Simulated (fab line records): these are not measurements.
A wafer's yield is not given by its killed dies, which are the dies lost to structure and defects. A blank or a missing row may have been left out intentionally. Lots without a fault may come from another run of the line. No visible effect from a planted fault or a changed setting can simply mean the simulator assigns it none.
fab line records	flow n5Finfet
record: lots: 9	wafers: 27	lastDay: 18
route steps=1938 shown BEOL_M3@970 BEOL_M4@1111 PASSIVATION@1936
lots that met no fault: taken from a fault-free run of the same line
startH: the number of hours between the record's first day and the start of the first shown wafer of the lot	waitH: how many hours have passed since the lot's step before this one	" identical to the entry in the row above	L1.1+2: a single row standing in for several wafers	- no value, or no start was given	* or withheld: withheld	< > ~ a bound
route shown NAME@n: a module of which the file shows steps, and the number in the route of the first	usual: mean and standard deviation over wafers with no fault	same: alike in all rows	chamber/n: place in a boat	sites: each site's reading	_std_site: standard deviation of those values	_edge_site: mean of outer sites minus mean of inner sites	radiusMm: how far each site lies from the wafer's centre	mask NAME#n: copy n	behind: the tool/chamber that last shaped the wafer	hold: why the lot was held/for how many hours/how that ended	device: the transistor (n, p or np) that didn't switch	end of line: the same wafers' tests at the end of the route	a step given without rows: its recipe and nothing more	killed: at the first sort, the dies lost to defects and structure; wafer yield is something else	map: a wafer's dies, x killed, . not, _ none there
set.NAME: the setting that was run; set.NAME@STEP: the one run at that earlier step	model.NAME: the simulator's own value behind a step, which no gauge read
steps of the route over a sample of lots; a table a step, a row a wafer
services: a tool's chamber out of use, with start hour (startH, from the record's first day; less than 0 if before it), hours out, and reason
== steps ==
step: N5_BEOL_M3_ETCH_77
recipe: chemistry: N2/H2	target: underlayer	targetDepthA: 65	maskMaterial: CAR-EUV	timeS: 5.2	ionEnergyEv: 200	pressureMtorr: 30	sourceW: 840	biasW: 150	n2FlowSccm: 200	h2FlowSccm: 200	ends: cleared
usual: drypumpMotorCurrentA: 5.8/0.45	etchRfOnTimeS: 5.20/0.13	oesProductAu: 0.67/0.077	rfVppV: 524.9/2.3	showerheadPlenumPTorr: 2.58/0.076	throttleValvePct: 17.80/0.27
lot.wafer	tool	chamber	startH	waitH	drypumpMotorCurrentA	etchRfOnTimeS	oesProductAu	rfHoursCounterH	rfVppV	showerheadPlenumPTorr	throttleValvePct
L394.1	rieDiel-03	3	180.46	0.0	5.6	5.18	0.74	34	529.3	2.70	17.56
L394.2	"	0	"	"	5.9	5.33	0.64	162	523.5	2.54	17.91
L394.6	"	1	"	"	6.0	5.28	0.64	-	524.2	2.42	17.96
L395.1	rieDiel-04	1	181.58	0.0	6.3	5.33	0.61	190	525.8	2.64	17.57
L395.3	"	0	"	"	5.6	5.36	0.61	182	525.8	2.51	18.04
L395.5	"	2	"	"	5.8	5.19	0.62	-	527.4	2.63	18.05
L399.3	rieDiel-02	0	194.42	0.0	5.1	5.18	0.60	204	525.3	2.51	18.21
L399.4	"	0	"	"	5.1	5.13	0.60	-	522.2	2.51	18.20
L399.5	"	2	"	"	6.6	5.14	0.75	-	525.1	2.61	17.55
L400.1	rieDiel-02	0	207.79	0.0	5.1	5.24	0.60	208	524.0	2.51	18.22
L400.2	"	3	"	"	6.6	5.16	0.76	37	529.2	2.71	17.73
L400.5	"	2	"	"	6.6	5.19	0.75	-	522.0	2.61	17.55
L401.2	rieDiel-04	1	214.19	0.0	6.3	5.32	0.62	202	527.5	2.63	17.59
L401.5	"	3	"	"	5.7	4.88	0.86	-	524.7	2.62	17.33
L401.6	"	0	"	"	5.6	5.38	0.60	-	523.5	2.50	18.12
L409.1	rieDiel-04	0	263.17	0.0	5.6	5.26	0.60	208	523.2	2.50	18.11
L409.3	"	3	"	"	5.8	4.90	0.82	19	525.6	2.62	17.36
L409.4	"	1	"	"	6.3	5.20	0.60	215	526.5	2.63	17.62
L411.2	rieDiel-04	0	277.27	0.0	5.6	5.25	0.60	213	520.8	2.50	18.14
L411.4	"	3	"	"	5.8	4.94	0.80	24	525.5	2.61	17.37
L411.5	"	0	"	"	5.6	5.22	0.59	-	522.5	2.49	18.13
L410.1	rieDiel-03	0	284.83	0.0	6.0	5.21	0.63	192	523.5	2.53	17.95
L410.3	"	2	"	"	5.0	5.28	0.66	133	525.1	2.53	17.90
L410.6	"	0	"	"	5.9	5.20	0.63	-	523.7	2.53	17.97
L413.1	rieDiel-04	1	286.60	0.0	6.3	5.36	0.60	222	526.3	2.62	17.61
L413.4	"	0	"	"	5.6	5.31	0.59	215	522.7	2.49	18.12
L413.6	"	2	"	"	5.7	5.27	0.60	-	524.8	2.62	18.12
step: N5_BEOL_M3_ALD_98
recipe: material: SiO2	targetThkA: 25	tempC: 100	aldPrecursorFamily: BDEAS	aldCoReactant: O2-plasma	pulseTimeS: 1	coReactantPulseTimeS: 1	purgeTimeS: 2	coReactantPurgeTimeS: 2	aldCycles: 17	pressureTorr: 2
usual: aldCycles: 17/0	chamberPressureTorr: 2.000/0.0045	coReactantPurgeTimeS: 2/0	heaterPowerW: 76/7.8	precursorPulseHeightRel: 1.000/0.021	pulseTimeS: 1/0
lot.wafer	tool	chamber	startH	waitH	aldCycles	chamberPressureTorr	coReactantPurgeTimeS	heaterPowerW	precursorPulseHeightRel	pulseTimeS
L394.1	aldSin-01	1	181.25	0.7	17	1.993	2	65	1.010	1
L394.2	"	0	"	"	17	1.996	2	78	1.029	1
L394.6	"	3	"	"	17	2.001	2	74	1.017	1
L395.1	aldSin-01	1	181.70	0.1	17	1.995	2	66	1.021	1
L395.3	"	0	"	"	17	1.998	2	77	1.020	1
L395.5	"	1	"	"	17	2.000	2	66	0.977	1
L399.3	aldSin-02	0	194.52	0.1	-	-	-	-	-	-
L399.4	"	1	"	"	-	-	-	-	-	-
L399.5	"	1	"	"	-	-	-	-	-	-
L400.1	aldSin-02	2	208.29	0.5	-	-	-	-	-	-
L400.2	"	3	"	"	-	-	-	-	-	-
L400.5	"	0	"	"	-	-	-	-	-	-
L401.2	aldSin-01	2	214.32	0.1	-	-	-	-	-	-
L401.5	"	2	"	"	-	-	-	-	-	-
L401.6	"	1	"	"	-	-	-	-	-	-
L409.1	aldSin-02	1	263.27	0.1	17	1.999	2	67	1.025	1
L409.3	"	0	"	"	17	2.006	2	72	0.991	1
L409.4	"	3	"	"	17	2.009	2	72	1.004	1
L411.2	aldSin-02	0	277.51	0.2	17	2.004	2	73	0.995	1
L411.4	"	3	"	"	17	2.007	2	70	0.997	1
L411.5	"	0	"	"	17	2.005	2	74	1.023	1
L410.1	aldSin-01	1	284.93	0.1	17	2.000	2	68	1.036	1
L410.3	"	0	"	"	17	1.996	2	78	0.985	1
L410.6	"	2	"	"	17	2.000	2	85	0.968	1
L413.1	aldSin-02	3	286.70	0.1	17	2.004	2	70	1.004	1
L413.4	"	1	"	"	17	2.012	2	67	1.027	1
L413.6	"	0	"	"	17	2.002	2	74	0.995	1
step: N5_BEOL_M3_VIA_ETCH_34
recipe: chemistry: C4F6/O2	targetDepthA: 694	maskMaterial: SOC	pressureMtorr: 15	ionEnergyEv: 250	taperDeg: 4	timeS: 65.9	sourceW: 350	biasW: 170	Ar_flow_sccm: 300	C4F6_flow_sccm: 10	O2_flow_sccm: 10
usual: drypumpMotorCurrentA: 5.8/0.49	oesProductAu: 0.78/0.082	rfVppV: 667/14	showerheadPlenumPTorr: 2.89/0.077	throttleValvePct: 30.7/0.43
same: timeS: 65.9
lot.wafer	tool	chamber	startH	waitH	drypumpMotorCurrentA	oesProductAu	rfHoursCounterH	rfVppV	showerheadPlenumPTorr	throttleValvePct
L394.1	rieDiel-04	1	183.66	0.0	6.3	0.74	190	682	2.93	30.3
L394.2	"	2	"	"	5.7	0.73	154	684	2.96	31.1
L394.6	"	1	"	"	6.3	0.73	-	682	2.93	30.3
L395.1	rieDiel-03	3	188.06	0.0	5.7	0.88	37	646	3.02	30.8
L395.3	"	0	"	"	5.9	0.75	165	663	2.85	30.8
L395.5	"	3	"	"	5.7	0.89	-	645	3.02	30.8
L399.3	rieDiel-02	2	195.38	0.0	6.7	0.90	27	680	2.90	30.3
L399.4	"	3	"	"	6.6	0.90	33	673	3.01	30.6
L399.5	"	0	"	"	5.1	0.69	-	671	2.82	31.3
L400.1	rieDiel-03	1	212.33	0.0	6.0	0.73	179	638	2.71	30.8
L400.2	"	0	"	"	5.9	0.74	172	661	2.84	30.8
L400.5	"	2	"	"	5.0	0.77	-	655	2.85	30.8
L401.2	rieDiel-04	1	217.66	0.0	6.3	0.73	202	681	2.93	30.3
L401.5	"	0	"	"	5.6	0.71	-	671	2.84	31.4
L401.6	"	1	"	"	6.3	0.73	-	683	2.93	30.3
L409.1	rieDiel-03	1	275.17	0.0	6.0	0.73	197	638	2.70	30.8
L409.3	"	2	"	"	5.0	0.77	130	656	2.84	30.9
L409.4	"	0	"	"	5.9	0.73	189	662	2.84	30.8
L411.2	rieDiel-03	0	279.78	0.0	5.9	0.72	190	662	2.84	30.8
L411.4	"	1	"	"	6.0	0.72	198	637	2.70	30.8
L411.5	"	2	"	"	5.0	0.76	-	655	2.84	30.9
L410.1	rieDiel-02	0	288.52	0.0	5.1	0.68	234	672	2.81	31.4
L410.3	"	3	"	"	6.6	0.86	62	674	3.00	30.6
L410.6	"	0	"	"	5.1	0.67	-	672	2.81	31.3
L413.1	rieDiel-04	1	293.74	0.0	6.3	0.71	224	681	2.92	30.3
L413.4	"	3	"	"	5.7	0.94	29	660	2.87	29.9
L413.6	"	1	"	"	6.3	0.71	-	682	2.92	30.3
step: N5_BEOL_M3_TRENCH_ETCH_37
recipe: chemistry: C4F6/O2	targetDepthA: 555.55	target: SiOC	timeS: 29.2	ionEnergyEv: 250	pressureMtorr: 30	sourceW: 355	biasW: 185	Ar_flow_sccm: 300	C4F6_flow_sccm: 10	O2_flow_sccm: 10
usual: drypumpMotorCurrentA: 5.8/0.49	oesProductAu: 0.78/0.081	rfVppV: 667/14	showerheadPlenumPTorr: 2.90/0.077	throttleValvePct: 20.8/0.37
same: timeS: 29.2
lot.wafer	tool	chamber	startH	waitH	drypumpMotorCurrentA	oesProductAu	rfHoursCounterH	rfVppV	showerheadPlenumPTorr	throttleValvePct
L394.1	rieDiel-04	1	-	-	6.3	0.73	190	683	2.94	20.5
L394.2	"	2	"	"	5.7	0.74	154	682	2.96	21.2
L394.6	"	1	"	"	6.3	0.73	-	681	2.94	20.5
L395.1	rieDiel-03	3	-	-	5.6	0.87	37	645	3.02	20.6
L395.3	"	0	"	"	5.9	0.75	165	663	2.85	20.9
L395.5	"	3	"	"	5.6	0.88	-	644	3.02	20.6
L399.3	rieDiel-02	2	-	-	6.6	0.88	27	681	2.90	20.3
L399.4	"	3	"	"	6.6	0.90	33	673	3.02	20.7
L399.5	"	0	"	"	5.1	0.69	-	669	2.82	21.3
L400.1	rieDiel-03	1	-	-	6.0	0.74	180	638	2.72	21.0
L400.2	"	0	"	"	5.9	0.74	172	662	2.85	20.9
L400.5	"	2	"	"	5.0	0.78	-	656	2.86	21.0
L401.2	rieDiel-04	1	-	-	6.3	0.72	203	682	2.93	20.5
L401.5	"	0	"	"	5.6	0.71	-	671	2.84	21.3
L401.6	"	1	"	"	6.3	0.72	-	683	2.93	20.5
L409.1	rieDiel-03	1	-	-	6.0	0.72	197	638	2.71	21.0
L409.3	"	2	"	"	5.0	0.77	130	654	2.85	21.0
L409.4	"	0	"	"	5.9	0.73	189	661	2.84	21.0
L411.2	rieDiel-03	0	-	-	5.9	0.73	190	661	2.84	21.0
L411.4	"	1	"	"	6.0	0.72	198	637	2.71	21.0
L411.5	"	2	"	"	5.0	0.76	-	656	2.85	21.0
L410.1	rieDiel-02	0	-	-	5.1	0.67	234	671	2.81	21.3
L410.3	"	3	"	"	6.6	0.86	62	673	3.01	20.8
L410.6	"	0	"	"	5.1	0.68	-	669	2.81	21.3
L413.1	rieDiel-04	1	-	-	6.3	0.72	224	680	2.92	20.6
L413.4	"	3	"	"	5.8	0.94	29	661	2.88	20.2
L413.6	"	1	"	"	6.3	0.71	-	681	2.92	20.6
step: N5_BEOL_M4_RC_MEAS_101
usual: DIBL_N: 35.9/1.4	DIBL_P: 35.9/1.7	IOFF_N: 0.160/0.026	IOFF_P: 0.21/0.036	ION_N: 672/11	ION_P: 461/8.1	SS_N: 71.4/0.54	SS_P: 73.2/0.67	VT_N: 249.3/2.7	VT_P: -250/3.9
lot.wafer	tool	chamber	startH	waitH	DIBL_N[mV/V]	DIBL_P[mV/V]	IOFF_N[nA/um]	IOFF_P[nA/um]	ION_N[uA/um]	ION_P[uA/um]	SS_N[mV/dec]	SS_P[mV/dec]	VT_N[mV]	VT_P[mV]
L394.1	prober-02	0	204.42	0.0	37.0	38.7	0.187	0.24	680	455	72.2	74.2	246.1	-249
L394.2	"	0	"	"	35.1	36.5	0.160	0.20	680	468	71.6	73.1	248.8	-253
L394.6	"	0	"	"	34.3	35.6	0.139	0.18	673	459	71.5	73.1	249.6	-255
L395.1	prober-01	0	206.52	0.0	37.4	35.6	0.178	0.20	674	456	71.8	73.3	247.8	-255
L395.3	"	0	"	"	37.1	36.0	0.178	0.21	686	458	71.6	73.6	249.2	-253
L395.5	"	0	"	"	35.0	33.4	0.136	0.16	664	448	71.7	72.4	253.0	-255
L399.3	prober-02	0	221.33	0.3	35.6	34.3	0.140	0.19	666	456	71.3	72.4	253.3	-252
L399.4	"	0	"	"	35.7	35.1	0.142	0.19	663	457	70.9	72.9	251.2	-250
L399.5	"	0	"	"	36.2	34.6	0.146	0.19	670	462	71.1	72.4	250.4	-250
L400.1	prober-02	0	230.17	0.0	35.7	35.9	0.157	0.21	667	456	71.3	73.0	250.1	-247
L400.2	"	0	"	"	34.4	34.8	0.137	0.20	666	463	70.3	73.0	248.8	-248
L400.5	"	0	"	"	33.6	33.0	0.122	0.17	648	452	71.2	71.8	253.3	-251
L401.2	prober-01	0	232.21	0.2	35.7	36.3	0.153	0.19	676	455	70.7	74.0	248.6	-255
L401.5	"	0	"	"	32.5	31.9	0.104	0.14	658	448	70.6	72.7	258.3	-257
L401.6	"	0	"	"	36.7	37.0	0.161	0.20	663	452	71.4	74.8	250.6	-255
L409.1	prober-01	0	288.39	0.0	35.5	35.9	0.162	0.25	663	465	72.1	72.7	249.5	-243
L409.3	"	0	"	"	37.5	38.4	0.193	0.28	680	472	72.4	74.2	248.3	-244
L409.4	"	0	"	"	35.4	35.7	0.156	0.24	667	462	71.2	72.8	249.9	-248
L411.2	prober-02	0	291.75	0.2	40.2	39.1	0.228	0.27	677	468	72.5	74.4	246.0	-248
L411.4	"	0	"	"	35.4	34.9	0.132	0.19	672	462	70.7	72.5	252.0	-254
L411.5	"	0	"	"	37.4	37.0	0.165	0.22	682	465	71.2	73.3	247.7	-249
L410.1	prober-02	0	309.35	0.0	36.1	34.4	0.142	0.15	664	450	70.9	72.8	249.5	-258
L410.3	"	0	"	"	37.1	36.0	0.142	0.17	643	441	71.9	73.1	253.3	-254
L410.6	"	0	"	"	37.0	36.6	0.158	0.18	674	450	71.8	73.2	248.2	-255
L413.1	prober-02	0	316.26	0.0	36.1	36.2	0.149	0.18	665	456	71.0	72.9	252.6	-253
L413.4	"	0	"	"	35.0	35.4	0.136	0.17	678	459	70.9	73.7	253.1	-255
L413.6	"	0	"	"	38.2	39.4	0.190	0.24	675	462	71.5	74.2	249.5	-248
step: N5_PASSIVATION_PROBE_49
usual: defectLimitedYield: 90.9/1.5	killed_at_M0_to_M3: 35/10	killed_at_M4_up: 14/5.2	killedAtContacts: 13/7.3	killedAtFrontEnd: 42/12	killedAtOther: 3.4/2.5	killedDies: 108/18	killedOpen: 70/13	killedShort: 35/8	sort_bin_5_function: 5.4/1	sort_bin_6_memory: 3.4/0.71	sort_bin_8_speed: 0.00/0.0099	sortNPass: 1072/18	sortYieldPct: 90.9/1.5
same: grossDies: 1180	killedAtBackSide: 0	sort_bin_4_leakage[%]: 0
lot.wafer	tool	chamber	startH	waitH	defectLimitedYield[%]	killed_at_M0_to_M3	killed_at_M4_up	killedAtContacts	killedAtFrontEnd	killedAtOther	killedDies	killedOpen	killedShort	sort_bin_5_function[%]	sort_bin_6_memory[%]	sort_bin_8_speed[%]	sortNPass	sortYieldPct[%]
L399.4	prober-01	-	317.63	0.2	91.4	33	13	15	39	1	101	60	39	4.9	3.2	0	1079	91.4
L399.5	prober-01	-	317.68	0.2	89.2	42	13	20	51	1	127	82	39	5.2	4.7	0	1053	89.2
L400.2	prober-01	-	338.39	0.1	90.8	43	13	11	39	2	108	68	39	5.5	3.4	0	1072	90.8
L400.5	prober-01	-	338.54	0.2	88.2	38	25	18	58	0	139	100	38	7.2	4.4	0	1041	88.2
L401.2	prober-02	-	341.37	0.1	90.1	37	20	12	43	5	117	79	37	5.5	4.0	0	1063	90.1
L401.5	prober-02	-	341.52	0.2	91.7	19	12	5	60	2	98	70	26	4.3	3.5	0	1082	91.7
L401.6	prober-02	-	341.57	0.3	92.1	28	23	7	34	1	93	62	26	5.2	2.5	0	1087	92.1
killed by level:class
L399.4 MOL_CONTACT_COAG:geometricParticle:open=13 BEOL_M0_SAQP:geometricParticle:short=10 BEOL_M0_SAQP:geometricParticle:open=9 STI_FIN_REVEAL:geometricParticle:open=6 GATE_CUT:geometricParticle:short=6 FIN_SAQP:geometricParticle:open=5 STI_FIN_REVEAL:geometricParticle:short=4 BEOL_M1:geometricParticle:open=4
L399.5 MOL_CONTACT_COAG:geometricParticle:open=18 BEOL_M0_SAQP:geometricParticle:short=14 BEOL_M0_SAQP:geometricParticle:open=13 STI_FIN_REVEAL:geometricParticle:open=12 GATE_CUT:geometricParticle:short=8 FIN_SAQP:geometricParticle:open=6 STARTING-WAFER:geometricParticle:open=6 HKMG_FIN:areaEtch=6
L400.2 FIN_SAQP:geometricParticle:open=12 MOL_CONTACT_COAG:geometricParticle:open=9 BEOL_M3:geometricParticle:open=7 FIN_SAQP:geometricParticle:short=6 BEOL_M0_SAQP:geometricParticle:open=6 BEOL_M0_SAQP:geometricParticle:short=6 BEOL_M3:geometricParticle:short=6 BEOL_M4:geometricParticle:open=6
L400.5 FIN_SAQP:geometricParticle:open=23 FIN_SAQP:geometricParticle:short=15 BEOL_M4:geometricParticle:open=14 MOL_CONTACT_COAG:geometricParticle:open=14 BEOL_M2:geometricParticle:open=9 BEOL_M0_SAQP:geometricParticle:short=8 BEOL_M3:geometricParticle:open=8 STI_FIN_REVEAL:geometricParticle:open=7
L401.2 BEOL_M4:geometricParticle:open=13 STI_FIN_REVEAL:geometricParticle:open=12 BEOL_M2:geometricParticle:open=10 FIN_SAQP:geometricParticle:open=9 BEOL_M3:geometricParticle:open=9 MOL_CONTACT_COAG:geometricParticle:open=7 BEOL_M0_SAQP:geometricParticle:short=7 MOL_CONTACT_COAG:geometricParticle:short=5
L401.5 FIN_SAQP:geometricParticle:open=14 DUMMY_GATE:geometricParticle:open=10 STI_FIN_REVEAL:geometricParticle:open=7 BEOL_M4:geometricParticle:open=5 FIN_SAQP:geometricParticle:short=4 ILD0:geometricParticle:open=4 MOL_CONTACT_COAG:geometricParticle:open=4 BEOL_M0_SAQP:geometricParticle:short=4
L401.6 BEOL_M1:geometricParticle:open=8 MOL_CONTACT_COAG:geometricParticle:open=7 BEOL_M4:geometricParticle:open=7 BEOL_M3:geometricParticle:open=5 FIN_SAQP:geometricParticle:open=4 GATE_CUT:geometricParticle:short=4 BEOL_M0:geometricParticle:open=4 BEOL_M2:geometricParticle:open=4
== services ==
tool	chamber	startH	hours	kind
rieDiel-03	-	163.99	0.5	repair
rieDiel-03	2	175.88	5.3	repair
rieDiel-04	3	179.20	-	clean
rieDiel-04	3	179.20	-	consumableReplace:focusRing
rieDiel-04	3	179.20	17.8	scheduledDown
rieDiel-04	3	179.20	17.8	ventCycle
rieDiel-02	3	190.09	4.6	repair
aldSin-01	1	204.48	3.9	repair
rieDiel-03	0	236.50	2.5	repair
aldSin-02	1	253.99	2.6	repair
rieDiel-04	1	264.02	3.2	repair
rieDiel-02	1	266.25	1.6	repair
aldSin-01	-	269.50	14.0	pm
aldSin-01	0	269.50	14.0	ventCycle
aldSin-01	1	269.50	14.0	ventCycle
aldSin-01	2	269.50	14.0	ventCycle
aldSin-01	3	269.50	14.0	ventCycle
aldSin-01	0	283.50	-	clean
aldSin-01	1	283.50	-	clean
aldSin-01	2	283.50	-	clean
aldSin-01	3	283.50	-	clean
== key ==
firstSign: step: N5_BEOL_M3_ALD_98	reading: toolRecord	direction: missing
effect none on later readings
metAt N5_BEOL_M3_ALD_98
struckLots L399,L400,L401
notActingAt N5_BEOL_M3_ETCH_77,N5_BEOL_M3_VIA_ETCH_34,N5_BEOL_M3_TRENCH_ETCH_37
onsetBetween 181.70 194.52
fault: kind: skippedStepWhole	tool: aldSin-01,aldSin-02	chamber: -	onsetH: 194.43	steps: N5_BEOL_M3_ALD_98	scope: struckLotsOnly
